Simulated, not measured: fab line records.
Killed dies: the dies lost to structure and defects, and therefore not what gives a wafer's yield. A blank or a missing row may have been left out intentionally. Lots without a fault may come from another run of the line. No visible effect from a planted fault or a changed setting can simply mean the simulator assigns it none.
Which tool is to blame?    flow nandHarc    20 lots, 60 wafers sampled, at 6 steps of a route of 1159

## WHAT EACH GAUGE READ, for each wafer
No reading from a measuring or inspecting step in the record can be judged against a usual standard deviation.

## WHAT TOOL EACH LOT RAN ON (gives the tool, then ch and the chambers of the sampled wafers, and finally the start)
lot   NHARC_A_STAIRCASE_TRIM_196         NHARC_A_STAIRCASE_ETCH_197                    NHARC_A_STAIRCASE_TRIM_198                    NHARC_A_STAIRCASE_TRIM_200                    NHARC_A_STAIRCASE_DEP_259        NHARC_A_SGD_CUT_ETCH_58
L074  rieDiel-01 ch 0,1, day 10 10:47    rieDiel-01 ch 0,1,3, day 10 22:58 or earlier  rieDiel-01 ch 2,3, day 10 22:58 or earlier    rieDiel-01 ch 1,2, day 10 22:58 or earlier    pecvd-03 ch 0,1, day 10 22:58    rieDiel-03 ch 0,1, day 13 04:02
L075  rieDiel-01 ch 2,3, day 11 13:08    rieDiel-01 ch 0,2, day 11 23:14 or earlier    rieDiel-01 ch 2,3, day 11 23:14 or earlier    rieDiel-01 ch 0,3, day 11 23:14 or earlier    pecvd-01 ch 0,1,2, day 11 23:14  rieDiel-08 ch 0,1,2, day 14 08:47
L076  rieDiel-09 ch 2,3, day 11 13:37    rieDiel-09 ch 0,1,2, day 11 22:59 or earlier  rieDiel-09 ch 0,2,3, day 11 22:59 or earlier  rieDiel-09 ch 0,2,3, day 11 22:59 or earlier  pecvd-03 ch 0,1, day 11 22:59    rieDiel-03 ch 0,1,2, day 14 08:23
L078  rieDiel-09 ch 0,1,2, day 12 03:04  rieDiel-09 ch 0,1,3, day 12 14:53 or earlier  rieDiel-09 ch 1,3, day 12 14:53 or earlier    rieDiel-09 ch 0,1,3, day 12 14:53 or earlier  pecvd-03 ch 1,2, day 12 14:53    rieDiel-08 ch 0,3, day 14 21:08
L079  rieDiel-10 ch 1,2,3, day 12 03:44  rieDiel-10 ch 0,1,3, day 12 16:05 or earlier  rieDiel-10 ch 1,2,3, day 12 16:05 or earlier  rieDiel-10 ch 0,2,3, day 12 16:05 or earlier  pecvd-04 ch 0,2, day 12 16:05    rieDiel-03 ch 0,1,3, day 14 21:28
L080  rieDiel-09 ch 2,3, day 12 12:30    rieDiel-09 ch 0,1,3, day 13 04:37 or earlier  rieDiel-09 ch 0,1,3, day 13 04:37 or earlier  rieDiel-09 ch 2,3, day 13 04:37 or earlier    pecvd-04 ch 0,1,2, day 13 04:37  rieDiel-02 ch 0,1, day 15 15:07
L081  rieDiel-01 ch 1,2, day 12 13:08    rieDiel-01 ch 0,1,3, day 13 04:18 or earlier  rieDiel-01 ch 2,3, day 13 04:18 or earlier    rieDiel-01 ch 0,2, day 13 04:18 or earlier    pecvd-04 ch 0,1,2, day 13 04:18  rieDiel-08 ch 2,3, day 15 15:20
L082  rieDiel-10 ch 0,1, day 13 03:55    rieDiel-10 ch 0,1, day 13 22:30 or earlier    rieDiel-10 ch 0,3, day 13 22:30 or earlier    rieDiel-10 ch 1,3, day 13 22:30 or earlier    pecvd-04 ch 0,2, day 13 22:30    rieDiel-08 ch 0,1,3, day 16 10:29
L083  rieDiel-01 ch 0,2,3, day 13 12:36  rieDiel-01 ch 1,3, day 14 00:58 or earlier    rieDiel-01 ch 0,1,2, day 14 00:58 or earlier  rieDiel-01 ch 0,1,3, day 14 00:58 or earlier  pecvd-04 ch 1,2, day 14 00:58    rieDiel-03 ch 0,1,3, day 16 10:47
L084  rieDiel-01 ch 1,2, day 13 13:04    rieDiel-01 ch 1,2,3, day 14 02:11 or earlier  rieDiel-01 ch 2,3, day 14 02:11 or earlier    rieDiel-01 ch 0,1, day 14 02:11 or earlier    pecvd-01 ch 0,1,2, day 14 02:11  rieDiel-03 ch 0,2,3, day 16 09:29
L085  rieDiel-09 ch 0,2,3, day 14 06:40  rieDiel-09 ch 0,2,3, day 14 16:33 or earlier  rieDiel-09 ch 1,2,3, day 14 16:33 or earlier  rieDiel-09 ch 0,1,3, day 14 16:33 or earlier  pecvd-03 ch 1,2, day 14 16:33    rieDiel-02 ch 0,1,2, day 16 18:55
L087  rieDiel-01 ch 1,2,3, day 14 13:46  rieDiel-01 ch 1,2,3, day 14 23:43 or earlier  rieDiel-01 ch 0,2, day 14 23:43 or earlier    rieDiel-01 ch 0,1, day 14 23:43 or earlier    pecvd-04 ch 0,1, day 14 23:43    rieDiel-02 ch 0,2,3, day 17 07:05
L086  rieDiel-01 ch 1,2,3, day 14 17:53  rieDiel-01 ch 1,3, day 15 03:47 or earlier    rieDiel-01 ch 2,3, day 15 03:47 or earlier    rieDiel-01 ch 1,2,3, day 15 03:47 or earlier  pecvd-03 ch 0,1,2, day 15 03:47  rieDiel-03 ch 1,3, day 17 06:35
L092  rieDiel-01 ch 1,2,3, day 15 02:12  rieDiel-01 ch 0,1,3, day 15 12:05 or earlier  rieDiel-01 ch 0,2,3, day 15 12:05 or earlier  rieDiel-01 ch 0,1,3, day 15 12:05 or earlier  pecvd-01 ch 0,1,2, day 15 12:05  rieDiel-03 ch 1,2,3, day 17 18:14
L089  rieDiel-09 ch 1,2,3, day 15 04:56  rieDiel-09 ch 0,3, day 15 15:41 or earlier    rieDiel-09 ch 1,3, day 15 15:41 or earlier    rieDiel-09 ch 1,2, day 15 15:41 or earlier    pecvd-03 ch 0,1, day 15 15:41    rieDiel-02 ch 0,1,2, day 17 18:02
L090  rieDiel-10 ch 0,3, day 15 05:24    rieDiel-10 ch 0,2,3, day 15 15:35 or earlier  rieDiel-10 ch 1,2,3, day 15 15:35 or earlier  rieDiel-10 ch 1,2,3, day 15 15:35 or earlier  pecvd-04 ch 0,2, day 15 15:35    rieDiel-03 ch 0,1,3, day 17 17:40
L093  rieDiel-09 ch 0,1,3, day 16 02:06  rieDiel-09 ch 0,1,2, day 16 14:19 or earlier  rieDiel-09 ch 1,2, day 16 14:19 or earlier    rieDiel-09 ch 0,3, day 16 14:19 or earlier    pecvd-03 ch 1,2, day 16 14:19    rieDiel-02 ch 0,2,3, day 18 23:29
L094  rieDiel-09 ch 0,1,3, day 16 02:25  rieDiel-09 ch 0,1,2, day 16 14:40 or earlier  rieDiel-09 ch 0,1,2, day 16 14:40 or earlier  rieDiel-09 ch 1,2,3, day 16 14:40 or earlier  pecvd-01 ch 0,1,2, day 16 14:40  rieDiel-02 ch 0,2,3, day 19 00:50
L095  rieDiel-10 ch 0,1,2, day 16 05:06  rieDiel-10 ch 0,1,3, day 16 16:07 or earlier  rieDiel-10 ch 0,1,2, day 16 16:07 or earlier  rieDiel-10 ch 0,1,3, day 16 16:07 or earlier  pecvd-01 ch 0,1,2, day 16 16:07  rieDiel-03 ch 1,2,3, day 18 23:52
L097  rieDiel-01 ch 0,1, day 16 14:32    rieDiel-01 ch 1,2,3, day 17 01:50 or earlier  rieDiel-01 ch 0,2,3, day 17 01:50 or earlier  rieDiel-01 ch 0,1,2, day 17 01:50 or earlier  pecvd-03 ch 0,2, day 17 01:50    rieDiel-03 ch 0,2,3, day 19 12:20
- NHARC_A_STAIRCASE_TRIM_196: chemistry O2, time 211.2 s.
- NHARC_A_STAIRCASE_ETCH_197: etches the open film in C4F8/O2, target depth 100 nm, time 40.5 s.
- NHARC_A_STAIRCASE_TRIM_198: chemistry O2, time 211.2 s.
- NHARC_A_STAIRCASE_TRIM_200: chemistry O2, time 211.2 s.
- NHARC_A_STAIRCASE_DEP_259: deposits SiON, target thk 30 nm.
- NHARC_A_SGD_CUT_ETCH_58: etches the open film in CF4, target depth 39 nm, time 65 s.

## WHAT THE TOOLS THEMSELVES READ (means of the sampled wafers that have a number; where no wafer has one, the mark that the record gives instead)
NHARC_A_STAIRCASE_TRIM_196.
lot   tool        drypumpMotorCurrentA (A)  mfcArSccm (sccm)  o2FlowSccm (sccm)  oesProductAu (a.u.)  rfVppV (V)  showerheadPlenumPTorr (Torr)  throttleValvePct (%)
L074  rieDiel-01  5.6                       0.014             499.8              0.992                57.6        3.65                          17.036
L075  rieDiel-01  6.0                       0.000             500.2              0.995                58.0        3.42                          17.039
L076  rieDiel-09  5.3                       0.000             500.9              1.021                58.4        3.73                          17.031
L078  rieDiel-09  5.9                       0.007             499.9              0.990                57.9        3.65                          17.034
L079  rieDiel-10  5.8                       0.007             499.7              0.998                58.6        3.72                          17.033
L080  rieDiel-09  5.5                       0.000             500.3              1.002                56.8        3.75                          17.042
L081  rieDiel-01  5.9                       0.003             500.0              1.004                57.7        3.52                          17.037
L082  rieDiel-10  5.9                       0.001             499.2              0.996                58.6        3.54                          17.039
L083  rieDiel-01  5.7                       0.012             499.6              0.996                57.4        3.53                          17.030
L084  rieDiel-01  5.9                       0.003             499.9              1.002                58.0        3.52                          17.046
L085  rieDiel-09  5.6                       0.003             499.3              0.997                58.6        3.69                          17.033
L087  rieDiel-01  5.9                       0.001             500.4              0.992                57.7        3.52                          17.043
L086  rieDiel-01  5.9                       0.001             500.1              1.006                57.6        3.52                          17.030
L092  rieDiel-01  5.9                       0.001             500.6              0.998                58.7        3.52                          17.034
L089  rieDiel-09  5.6                       0.004             499.9              0.994                58.6        3.67                          17.034
L090  rieDiel-10  5.4                       0.013             498.7              0.999                58.1        3.67                          17.034
L093  rieDiel-09  5.6                       0.007             500.5              0.989                58.2        3.61                          17.032
L094  rieDiel-09  5.6                       0.007             499.7              0.986                57.9        3.61                          17.044
L095  rieDiel-10  6.2                       0.001             500.3              1.012                58.1        3.60                          17.030
L097  rieDiel-01  5.6                       0.014             499.4              1.005                58.4        3.62                          17.027

NHARC_A_STAIRCASE_ETCH_197.
lot   tool        oesProductAu (a.u.)  rfVppV (V)
L074  rieDiel-01  0.935                901
L075  rieDiel-01  0.946                892
L076  rieDiel-09  0.964                900
L078  rieDiel-09  0.944                900
L079  rieDiel-10  0.958                900
L080  rieDiel-09  0.939                899
L081  rieDiel-01  0.969                899
L082  rieDiel-10  0.928                896
L083  rieDiel-01  0.939                900
L084  rieDiel-01  0.928                895
L085  rieDiel-09  0.942                902
L087  rieDiel-01  0.936                897
L086  rieDiel-01  0.922                900
L092  rieDiel-01  0.956                900
L089  rieDiel-09  0.928                900
L090  rieDiel-10  0.936                901
L093  rieDiel-09  0.929                900
L094  rieDiel-09  0.938                900
L095  rieDiel-10  0.949                899
L097  rieDiel-01  0.934                895

NHARC_A_STAIRCASE_TRIM_198.
lot   tool        drypumpMotorCurrentA (A)  mfcArSccm (sccm)  o2FlowSccm (sccm)  oesProductAu (a.u.)  rfVppV (V)  showerheadPlenumPTorr (Torr)  throttleValvePct (%)
L074  rieDiel-01  6.1                       0.000             500.1              0.995                58.0        3.43                          17.040
L075  rieDiel-01  5.8                       0.000             500.6              0.973                58.3        3.54                          17.029
L076  rieDiel-09  5.6                       0.003             500.7              0.998                57.8        3.70                          17.042
L078  rieDiel-09  5.6                       0.008             498.2              0.997                58.3        3.61                          17.028
L079  rieDiel-10  5.8                       0.007             500.8              0.993                58.2        3.72                          17.040
L080  rieDiel-09  5.6                       0.007             499.9              0.990                58.3        3.62                          17.032
L081  rieDiel-01  5.8                       0.000             499.4              0.987                57.9        3.53                          17.043
L082  rieDiel-10  5.4                       0.013             500.3              0.985                57.5        3.68                          17.037
L083  rieDiel-01  5.7                       0.013             501.5              1.005                58.2        3.53                          17.041
L084  rieDiel-01  6.1                       0.000             498.9              0.997                57.1        3.41                          17.033
L085  rieDiel-09  5.6                       0.004             500.3              0.995                58.5        3.67                          17.039
L087  rieDiel-01  5.6                       0.023             500.9              1.001                57.5        3.54                          17.048
L086  rieDiel-01  5.9                       0.000             499.9              0.997                58.0        3.53                          17.046
L092  rieDiel-01  5.7                       0.012             498.4              1.000                58.5        3.53                          17.038
L089  rieDiel-09  5.6                       0.008             500.0              0.996                57.8        3.60                          17.052
L090  rieDiel-10  5.8                       0.007             500.8              0.983                57.7        3.70                          17.037
L093  rieDiel-09  5.8                       0.004             500.9              0.996                58.0        3.68                          17.032
L094  rieDiel-09  5.8                       0.007             501.0              0.991                57.5        3.63                          17.026
L095  rieDiel-10  6.2                       0.001             499.1              1.015                57.5        3.60                          17.048
L097  rieDiel-01  5.7                       0.012             498.9              1.006                57.5        3.52                          17.029

NHARC_A_STAIRCASE_TRIM_200.
lot   tool        drypumpMotorCurrentA (A)  mfcArSccm (sccm)  o2FlowSccm (sccm)  oesProductAu (a.u.)  rfVppV (V)  showerheadPlenumPTorr (Torr)  throttleValvePct (%)
L074  rieDiel-01  5.9                       0.003             500.8              0.992                58.4        3.53                          17.034
L075  rieDiel-01  5.5                       0.012             498.6              0.986                59.1        3.66                          17.034
L076  rieDiel-09  5.6                       0.003             499.2              1.006                57.2        3.70                          17.039
L078  rieDiel-09  5.6                       0.007             499.8              0.988                57.6        3.63                          17.038
L079  rieDiel-10  5.9                       0.007             500.5              0.992                58.1        3.69                          17.036
L080  rieDiel-09  5.3                       0.000             502.1              1.004                57.8        3.72                          17.044
L081  rieDiel-01  5.6                       0.023             503.3              1.005                56.6        3.55                          17.035
L082  rieDiel-10  5.5                       0.008             499.7              0.993                58.6        3.64                          17.027
L083  rieDiel-01  5.5                       0.013             500.8              0.995                57.7        3.65                          17.046
L084  rieDiel-01  5.4                       0.025             498.9              1.014                57.9        3.65                          17.031
L085  rieDiel-09  5.6                       0.007             500.7              0.989                58.7        3.62                          17.030
L087  rieDiel-01  5.4                       0.025             498.9              1.005                56.6        3.65                          17.035
L086  rieDiel-01  5.9                       0.001             498.9              0.989                57.4        3.52                          17.027
L092  rieDiel-01  5.5                       0.013             499.6              1.006                57.8        3.64                          17.035
L089  rieDiel-09  5.7                       0.008             500.7              0.991                57.7        3.62                          17.025
L090  rieDiel-10  5.8                       0.007             499.4              0.990                57.7        3.70                          17.029
L093  rieDiel-09  5.4                       0.003             501.0              0.993                57.8        3.66                          17.039
L094  rieDiel-09  5.6                       0.004             499.7              0.994                58.4        3.66                          17.037
L095  rieDiel-10  5.6                       0.007             499.0              0.998                58.4        3.60                          17.030
L097  rieDiel-01  5.8                       0.013             499.1              1.001                57.4        3.51                          17.029

NHARC_A_STAIRCASE_DEP_259.
lot   tool      heaterPowerW (W)
L074  pecvd-03  715
L075  pecvd-01  795
L076  pecvd-03  842
L078  pecvd-03  757
L079  pecvd-04  759
L080  pecvd-04  742
L081  pecvd-04  802
L082  pecvd-04  733
L083  pecvd-04  772
L084  pecvd-01  781
L085  pecvd-03  791
L087  pecvd-04  848
L086  pecvd-03  813
L092  pecvd-01  787
L089  pecvd-03  733
L090  pecvd-04  756
L093  pecvd-03  855
L094  pecvd-01  784
L095  pecvd-01  786
L097  pecvd-03  833

NHARC_A_SGD_CUT_ETCH_58.
lot   tool        drypumpMotorCurrentA (A)  mfcArSccm (sccm)  oesProductAu (a.u.)  rfVppV (V)  showerheadPlenumPTorr (Torr)  throttleValvePct (%)
L074  rieDiel-03  5.8                       0.036             1.012                150.8       1.68                          13.282
L075  rieDiel-08  5.9                       0.017             0.999                150.6       1.76                          13.286
L076  rieDiel-03  5.9                       0.023             1.012                150.1       1.69                          13.286
L078  rieDiel-08  6.1                       0.022             1.000                151.3       1.80                          13.277
L079  rieDiel-03  5.6                       0.023             1.002                151.1       1.71                          13.284
L080  rieDiel-02  5.6                       0.000             1.001                152.0       1.81                          13.288
L081  rieDiel-08  5.3                       0.003             0.998                150.4       1.68                          13.288
L082  rieDiel-08  6.0                       0.015             1.003                151.1       1.77                          13.284
L083  rieDiel-03  5.6                       0.023             1.004                150.9       1.71                          13.290
L084  rieDiel-03  5.6                       0.009             1.002                150.7       1.72                          13.288
L085  rieDiel-02  5.6                       0.000             0.992                152.5       1.82                          13.288
L087  rieDiel-02  5.3                       0.003             1.007                152.7       1.83                          13.290
L086  rieDiel-03  5.5                       0.027             1.016                149.8       1.70                          13.291
L092  rieDiel-03  5.5                       0.014             1.008                150.1       1.71                          13.292
L089  rieDiel-02  5.6                       0.000             1.000                152.1       1.82                          13.283
L090  rieDiel-03  5.6                       0.023             1.010                149.8       1.71                          13.277
L093  rieDiel-02  5.3                       0.003             1.006                151.9       1.83                          13.286
L094  rieDiel-02  5.3                       0.003             0.995                152.7       1.83                          13.287
L095  rieDiel-03  5.5                       0.014             1.006                151.2       1.71                          13.272
L097  rieDiel-03  5.7                       0.009             1.001                150.4       1.72                          13.283

## THE ANSWER, worked out from the rows above alone
Rule: usual is defined by the lots themselves. Put in order of their means at a reading, lots are off if they are a third of the lots or fewer, leave a main group of 4 or more, and stand apart from it by a gap of 3 or more times the standard deviation of the main group's means; of several such gaps the widest counts. Not used: any main group whose means are identical at the precision the tables above print for the reading. A lot without any number at a reading at which 4 lots or more have one is off too. All remaining lots with rows at the step are treated as sound. The gauges are gone through in route order, then the tools' own readings, and for those a lot's mean is taken as printed above. At the first step where some lot is off, the reading lying furthest off is the one used; lots without a number count as furthest.
No lot is off at any reading shown: from this, nothing can be told.

## WHAT HAD BEEN PUT IN BY THE SIMULATOR
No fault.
